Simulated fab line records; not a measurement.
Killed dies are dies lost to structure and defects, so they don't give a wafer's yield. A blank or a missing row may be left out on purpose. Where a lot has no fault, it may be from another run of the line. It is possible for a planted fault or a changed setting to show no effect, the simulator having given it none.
Matching of chambers | flow n5 finfet | N5_GATE_CUT_CMP_61 on cmp-03 has 4 sister chambers
The step polishes, stops on SiNx, t overpolish 3 s. 8 wafers are shown with their chamber, then 9 later ones without.

## WAFERS WITH THEIR CHAMBER
wafer  | chamber | motor current A (A)
L080.1 | 2       | 13.0
L080.6 | 1       | 12.3
L083.6 | 0       | 13.0
L089.1 | 1       | 12.4
L089.6 | 3       | 12.7
L091.1 | 0       | 12.5
L091.4 | 2       | 12.4
L091.5 | 3       | 12.9

## WAFERS WITHOUT THEIR CHAMBER
wafer  | motor current A (A)
L093.3 | 12.6
L093.4 | 12.7
L093.6 | 12.9
L096.2 | 12.5
L096.3 | 13.3
L096.4 | 11.9
L097.1 | 12.6
L097.4 | 12.6
L097.6 | 13.2

## THE CHAMBER EACH PASSED THROUGH
wafer  | from the rows above               | in truth
L093.3 | can't be placed: 2 or 0 or 3 or 1 | 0
L093.4 | can't be placed: 2 or 0 or 3 or 1 | 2
L093.6 | can't be placed: 3 or 0 or 2 or 1 | 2
L096.2 | can't be placed: 1 or 2 or 0 or 3 | 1
L096.3 | can't be placed: 3 or 0 or 2 or 1 | 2
L096.4 | can't be placed: 1 or 2 or 0 or 3 | 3
L097.1 | can't be placed: 2 or 0 or 3 or 1 | 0
L097.4 | can't be placed: 2 or 0 or 3 or 1 | 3
L097.6 | can't be placed: 3 or 0 or 2 or 1 | 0
Correct placement for 0 of the 9. Not placeable from these rows: 9 (in 9, the candidates include the true chamber). Number placed wrongly: 0.
How it was worked out, from the rows above alone: a wafer's distance from a chamber is the root of the sum, over the readings, of the square of ((its reading less the chamber's mean) divided by the reading's scatter). The wafer belongs to the nearest chamber; if the next one is less than 2 further off, it can't be placed. A chamber's mean is the mean of its shown wafers. The scatter: take each reading less its chamber's mean, square it, sum over the shown wafers, divide by the number of wafers less the number of chambers, and take the root.
